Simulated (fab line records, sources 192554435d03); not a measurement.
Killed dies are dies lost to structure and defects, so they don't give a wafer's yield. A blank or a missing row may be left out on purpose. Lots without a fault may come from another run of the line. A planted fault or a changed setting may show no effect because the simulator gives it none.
fab line records | flow n5_finfet
record lots=3 wafers=9 last_day=15
route steps=1938 shown SD_EPI_P@299 SD_ACTIVATION@330 ILD0@335 BEOL_M4@1111 PASSIVATION@1936
lots that met no fault: from a run of the same line without faults
start_h: hours from the record's first day to the start of the lot's first wafer shown | wait_h: hours since the lot's step before | " the same as in the row above | L1.1+2: a row that stands for several wafers | - no value, or no start given | * or withheld: withheld | < > ~ a bound
route shown NAME@n: a module of which the file shows steps, and the number in the route of the first | usual: mean/standard deviation of fault-free wafers | same: alike in all rows | chamber/n: place in a boat | sites: the reading at each site | _std_site: their standard deviation | _edge_site: outer sites' mean less inner sites' | radius_mm: how far each site lies from the wafer's centre | mask NAME#n: copy n | behind: the tool/chamber that last shaped the wafer | hold: why the lot was held/for how many hours/how that ended | device: the transistor (n, p or np) that didn't switch | end of line: the same wafers' tests at the end of the route | a step without rows: its recipe alone | killed: dies lost to structure and defects at the first sort, not the wafer's yield | map: a wafer's dies, x killed, . not, _ none there
set.NAME: the setting as run; set.NAME@STEP: as run at that earlier step | model.NAME: the simulator's own value behind a step, which no gauge read
lots at some steps of the route; a table a step, a row a wafer
services: from which hour (start_h, from the record's first day; less than 0 if before it) a tool's chamber was out of use, for how many hours, and why
## steps
# step N5_SD_EPI_P_SOFTBAKE_04
# recipe temp_c=110 time_s=60 resist=CAR-ArF-block
# step N5_SD_EPI_P_EXPOSE_06
# recipe mask_id=SD_P_BLK na=1.35 source_shape=conventional sigma_outer=0.8 polarization=unpolarized target_cd_nm=240 dose_mj=39.5
# step N5_SD_EPI_P_PEB_07
# recipe peb_temp_c=110 peb_time_s=60 resist=CAR-ArF-block
# step N5_SD_EPI_P_DEVELOP_08
# recipe develop_time_s=30 developer=TMAH resist=CAR-ArF-block dev_temp_c=23 rinse_liquid=diw dry=air_spin
# step N5_SD_EPI_P_DESCUM_14
# recipe chemistry=O2 time_s=7.9 source_power_w=50 bias_power_w=20 pressure_mtorr=20 rf_frequency_hz=2.712e+07 temp_c=40 resist=CAR-ArF-block o2_flow_sccm=225
# step N5_SD_EPI_P_ETCH_36
# recipe chemistry=CF4 target=SiARC target_depth_a=455 mask_material=CAR-ArF-block time_s=75.8 ion_energy_ev=80 pressure_mtorr=40 source_w=545 bias_w=36 Ar_flow_sccm=100 cf4_flow_sccm=100 ends=cleared
# step N5_SD_EPI_P_ETCH_37
# recipe chemistry=N2/H2 target=SOC overetch_a=1080 mask_material=SiARC temp_c=40 ion_energy_ev=100 source_w=3000 bias_w=133 pressure_mtorr=20 time_s=486 n2_flow_sccm=200 h2_flow_sccm=200 ends=end_point
# step N5_SD_EPI_P_STRIP_38
# recipe chemistry=N2/H2 temp_c=40 n2_flow_sccm=200 h2_flow_sccm=200 rf_frequency_hz=6e+07
# step N5_SD_EPI_P_ETCHBACK_46
# recipe chemistry=CH3F/O2 mode=anisotropic_etchback target=SiNx target_depth_a=175 stop_on=SiO2 over_etch_frac=0.3 ion_energy_ev=120 pressure_mtorr=30 source_w=395 bias_w=73 Ar_flow_sccm=150 CH3F_flow_sccm=30 O2_flow_sccm=20
# step N5_SD_EPI_P_ETCH_47
# recipe chemistry=CH3F/O2 target=SiOCN target_depth_a=250 mask_material=SOC ion_energy_ev=60 bias_w=29 pressure_mtorr=30 source_w=410 Ar_flow_sccm=150 CH3F_flow_sccm=30 O2_flow_sccm=20
# usual bias_w=29.00/0.095 drypump_motor_current_A=5.8/0.44 oes_ar_750_au=0.80/0.071 oes_product_au=0.80/0.071 rf_vpp_V=128.2/2.7 showerhead_plenum_p_Torr=2.00/0.04 throttle_valve_pct=16.21/0.21
# columns lot.wafer tool chamber start_h wait_h bias_w drypump_motor_current_A oes_ar_750_au oes_product_au rf_hours_counter_h rf_vpp_V showerhead_plenum_p_Torr throttle_valve_pct model.etch.depth_nm
L233.1 rie_diel-05 3 73.64 0.1 28.91 6.4 0.85 0.87 56 128.7 1.97 16.46 25.83
L233.2 " 0 " " 29.07 5.8 0.73 0.75 189 129.8 1.99 16.32 25
L233.5 " 0 " " 29.02 5.9 0.73 0.73 - 130.1 1.99 16.32 24.76
L234.2 rie_diel-02 1 79.28 0.1 28.95 5.7 0.85 0.84 61 127.5 1.95 16.14 25.44
L234.3 " 3 " " 29.06 5.4 0.74 0.77 136 131.0 1.98 16.36 25.18
L234.4 " 0 " " 28.78 5.4 0.94 0.96 17 131.4 1.97 15.79 26.38
L243.2 rie_diel-05 1 133.46 0.1 29.00 5.6 0.75 0.75 145 123.8 2.07 16.06 25.06
L243.3 " 2 " " 28.97 5.9 0.86 0.84 81 123.3 2.02 16.07 25.55
L243.6 " 0 " " 28.89 5.8 0.72 0.93 - 131.0 1.98 16.36 35.97
# step N5_SD_EPI_P_ETCH_16
# recipe chemistry=CHF3/O2 target=SiO2 target_depth_a=50 mask_material=SOC pressure_mtorr=30 source_w=650 bias_w=170 Ar_flow_sccm=200 CHF3_flow_sccm=50 O2_flow_sccm=5 ion_energy_ev=200
# step N5_SD_EPI_P_STRIP_50
# recipe chemistry=CHF3/O2 resist=SiARC rf_frequency_hz=6e+07
# step N5_SD_EPI_P_SD_RECESS_17
# recipe chemistry=HBr/Cl2/O2 target_depth_a=391 bt_time_s=3 pressure_mtorr=10 icp_w=800 bias_w=112 HBr_flow_sccm=150 Cl2_flow_sccm=80 O2_flow_sccm=12
# step N5_SD_EPI_P_WET_ETCH_45
# recipe chemistry=dHF dilution=withheld time_s=10.7 target=SiO2 target_depth_a=20 temp_c=25 dry=ipa_marangoni rinse_time_s=30 rinse_temp_c=23
# step N5_SD_EPI_P_STRIP_40
# recipe chemistry=N2/H2 power_w=1000 temp_c=250 h2_frac=0.65 overash_fraction=0.3 pressure_mtorr=withheld n2_flow_sccm=1750 h2_flow_sccm=3250
# step N5_SD_EPI_P_PRECLEAN_52
# recipe chemistry=O3/DIW time_s=60 temp_c=22 o3_ppm=10
# step N5_SD_EPI_P_SRD_20
# recipe dry=ipa_marangoni do_ppb=5 time_s=30 temp_c=23 rinse_liquid=diw
# step N5_SD_EPI_P_PRECLEAN_51
# recipe chemistry=NF3:NH3 afs_cycles=1 temp_c=30 time_s=20 sublimation_temp_c=180 sublimation_time_s=60 pressure_torr=3 rf_power_w=30
# step N5_SD_EPI_P_VAPOR_ETCH_44
# recipe chemistry=NF3/Ar target=SiGe30 temp_c=25 time_s=3.3 mode=isotropic
# step N5_SD_EPI_P_EPI_21
# recipe material=SiGe:B dopant=B temp_c=550 pressure_torr=20 ambient=H2 time_s=355
# step N5_SD_EPI_P_HM_STRIP_48
# recipe chemistry=H3PO4 temp_c=160 material=SiNx target=SiNx target_depth_a=30 overetch_fraction=0.3
# step N5_SD_EPI_P_SRD_49
# recipe dry=ipa_marangoni time_s=30 temp_c=23 rinse_liquid=diw
# step N5_SD_EPI_P_PRECLEAN_24
# recipe chemistry=O3/DIW time_s=45 temp_c=22 o3_ppm=10
# step N5_SD_EPI_P_PRECLEAN_32
# recipe chemistry=dHF time_s=10 dilution=500:1 temp_c=25
# step N5_SD_EPI_P_PRECLEAN_33
# recipe chemistry=SC2 time_s=45 temp_c=35 mix=1:1:50
# step N5_SD_EPI_P_SRD_25
# recipe time_s=30 temp_c=23 rinse_liquid=diw dry=ipa_marangoni
# step N5_SD_ACTIVATION_RTA_00
# recipe temp_c=975 time_s=0 ambient=N2 idle_temp_c=600 ramp_up_c_per_s=150 ramp_down_c_per_s=60 cool_to_c=600
# step N5_SD_ACTIVATION_LSA_01
# recipe temp_c=1080 time_s=0.0008 ambient=N2
# step N5_ILD0_LINER_00
# recipe material=SiNx target_thk_a=40 temp_c=400 ald_precursor_family=SiH2I2 ald_co_reactant=N2/H2-plasma pulse_time_s=1 purge_time_s=2 co_reactant_purge_time_s=2 ald_cycles=80 pressure_torr=2
# step N5_ILD0_FCVD_FILL_01
# recipe material=SiO2_flowable target_thk_a=2000 temp_c=100 pressure_torr=0.8 rf_w=2000 time_s=328.3
# step N5_ILD0_CURE_02
# recipe temp_c=450 time_s=1800 ambient=steam idle_temp_c=400 ramp_up_c_per_min=5 ramp_down_c_per_min=3 densification_p_h2o_torr=640
# step N5_ILD0_CMP_03
# recipe stop_on=SiNx t_overpolish_s=1.9 post_cmp_clean=alkaline_brush down_force_psi=4.1491 platen_rpm=51.796 pad_velocity_m_s=1.0306 target_thk_nm=197.38
# step N5_ILD0_CMP_07
# recipe stop_on=poly-Si material=SiO2_flowable t_overpolish_s=1.18 post_cmp_clean=alkaline_brush down_force_psi=4.1491 platen_rpm=51.796 pad_velocity_m_s=1.0306 target_thk_nm=138.88
# step N5_BEOL_M4_RC_MEAS_101
# usual DIBL_N=36.0/2.2 DIBL_P=35.9/2.6 IOFF_N=0.16/0.038 IOFF_P=0.21/0.042 ION_N=675/15 ION_P=463/10 REXT_P=100.3/1.9 SS_N=71.5/0.62 SS_P=73.2/0.76 VT_N=250/4.1 VT_P=-251/3.6
# columns lot.wafer tool chamber start_h wait_h DIBL_N[mV/V] DIBL_P[mV/V] IOFF_N[nA/um] IOFF_P[nA/um] ION_N[uA/um] ION_P[uA/um] REXT_P[ohm.um] SS_N[mV/dec] SS_P[mV/dec] VT_N[mV] VT_P[mV]
L234.2 prober-01 0 192.88 0.2 35.1 34.2 0.13 0.18 652 450 100.5 72.1 73.2 254 -254
L234.3 " 0 " " 29.7 28.3 0.08 0.12 649 450 101.2 70.1 70.8 257 -259
L234.4 " 0 " " 32.0 30.9 0.09 0.14 629 442 100.7 71.3 73.2 259 -257
L233.1 prober-02 0 194.10 0.0 33.9 33.8 0.12 0.14 668 453 101.8 71.6 72.6 255 -257
L233.2 " 0 " " 33.6 33.6 0.12 0.15 665 455 98.4 71.1 73.0 252 -255
L233.5 " 0 " " 33.2 33.9 0.11 0.14 657 457 98.6 71.0 72.8 254 -258
L243.2 prober-02 0 253.82 0.2 37.5 36.4 0.17 0.21 690 475 98.8 71.8 73.3 250 -251
L243.3 " 0 " " 37.1 36.4 0.16 0.20 676 464 99.8 72.0 73.1 251 -249
L243.6 " 0 " " 37.3 38.2 0.17 0.26 687 477 94.1 71.5 73.9 249 -244
# step N5_PASSIVATION_PROBE_49
# usual defect_limited_yield=91.4/1.6 killed_at_M0_to_M3=35/10 killed_at_M4_up=12/4.7 killed_at_contacts=12/5.8 killed_at_front_end=38/12 killed_at_other=4/3.2 killed_dies=102/18 killed_open=68/14 killed_short=32/8 sort_bin_5_function=5.1/0.96 sort_bin_6_memory=3.2/0.77 sort_bin_8_speed=0.1/0.39 sort_n_pass=1078/20 sort_yield_pct=91.3/1.7
# same gross_dies=1180 killed_at_back_side=0 sort_bin_4_leakage[%]=0
# columns lot.wafer tool chamber start_h wait_h defect_limited_yield[%] killed_at_M0_to_M3 killed_at_M4_up killed_at_contacts killed_at_front_end killed_at_other killed_dies killed_open killed_short sort_bin_5_function[%] sort_bin_6_memory[%] sort_bin_8_speed[%] sort_n_pass sort_yield_pct[%]
L233.1 prober-02 - 298.76 0.0 91.2 35 8 27 33 1 104 70 32 4.6 3.7 0 1076 91.2
L233.2 prober-02 - 298.81 0.1 90.3 40 18 7 47 2 114 71 42 6.3 3.4 0 1066 90.3
L233.5 prober-02 - 298.96 0.2 89.7 44 23 18 36 0 121 92 26 6.2 3.9 0 1059 89.7
L243.2 prober-01 - 359.80 0.5 91.0 41 17 6 40 2 106 73 33 5.9 2.8 0 1074 91.0
L243.3 prober-01 - 359.85 0.6 90.9 43 7 9 43 5 107 73 34 4.5 4.0 0 1073 90.9
L243.6 prober-01 - 360.00 0.7 91.4 37 11 10 37 6 101 69 32 5.1 3.3 0 1079 91.4
# killed by level:class
L233.1 MOL_CONTACT_COAG:geometric_particle:open=21 BEOL_M1:geometric_particle:open=14 MOL_CONTACT_COAG:geometric_particle:short=6 BEOL_M3:geometric_particle:short=6 FIN_SAQP:geometric_particle:open=5 STI_FIN_REVEAL:geometric_particle:open=4 BEOL_M3:geometric_particle:open=4 STARTING-WAFER:geometric_particle:open=4
L233.2 BEOL_M1:geometric_particle:open=18 FIN_SAQP:geometric_particle:short=13 STI_FIN_REVEAL:geometric_particle:open=9 BEOL_M4:geometric_particle:open=8 FIN_SAQP:geometric_particle:open=7 GATE_CUT:geometric_particle:short=6 MOL_CONTACT_COAG:geometric_particle:open=5 BEOL_M0_SAQP:geometric_particle:short=5
L233.5 BEOL_M1:geometric_particle:open=21 FIN_SAQP:geometric_particle:open=15 MOL_CONTACT_COAG:geometric_particle:open=14 BEOL_M4:geometric_particle:open=14 BEOL_M2:geometric_particle:open=6 BEOL_M0_SAQP:geometric_particle:open=5 FIN_SAQP:geometric_particle:short=4 STI_FIN_REVEAL:geometric_particle:open=4
L243.2 FIN_SAQP:geometric_particle:open=15 BEOL_M0_SAQP:geometric_particle:short=15 BEOL_M4:geometric_particle:open=12 BEOL_M0_SAQP:geometric_particle:open=10 STARTING-WAFER:geometric_particle:open=6 BEOL_M1:geometric_particle:open=6 FIN_SAQP:geometric_particle:short=5 STI_FIN_REVEAL:geometric_particle:open=5
L243.3 BEOL_M0_SAQP:geometric_particle:open=19 BEOL_M0_SAQP:geometric_particle:short=16 FIN_SAQP:geometric_particle:open=9 MOL_CONTACT_COAG:geometric_particle:open=9 STI_FIN_REVEAL:geometric_particle:open=7 DUMMY_GATE:geometric_particle:open=6 GATE_CUT:geometric_particle:short=4 STARTING-WAFER:geometric_particle:short=4
L243.6 STI_FIN_REVEAL:geometric_particle:open=14 BEOL_M0_SAQP:geometric_particle:open=10 MOL_CONTACT_COAG:geometric_particle:open=7 BEOL_M0_SAQP:geometric_particle:short=7 DUMMY_GATE:geometric_particle:open=5 BEOL_M1:geometric_particle:open=5 BEOL_M3:geometric_particle:open=5 BEOL_M5:geometric_particle:open=5
## services
# columns tool chamber start_h hours kind
rie_diel-02 - 89.59 0.7 repair
rie_diel-02 2 95.78 4.7 repair
rie_diel-02 3 97.68 4.5 repair
rie_diel-02 3 119.31 7.9 repair
rie_diel-05 - 122.19 0.2 repair
rie_diel-05 3 129.67 16.7 repair
## key
first_sign step=N5_BEOL_M4_RC_MEAS_101 reading=REXT_P direction=down sigmas=3.2 usual=100.3 struck=94.1
effect none on later readings
model_effect step=N5_SD_EPI_P_ETCH_47 value=etch.depth_nm without=24.84 struck=35.97
met_at N5_SD_EPI_P_ETCH_47
struck_wafers L243.6
onset_between 73.64 133.46
fault kind=process_parameter_drift tool=rie_diel-05 chamber=- onset_h=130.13 steps=N5_SD_EPI_P_ETCH_47 channel=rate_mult offset=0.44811 shape=step end_h=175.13 scope=struck_wafers_only
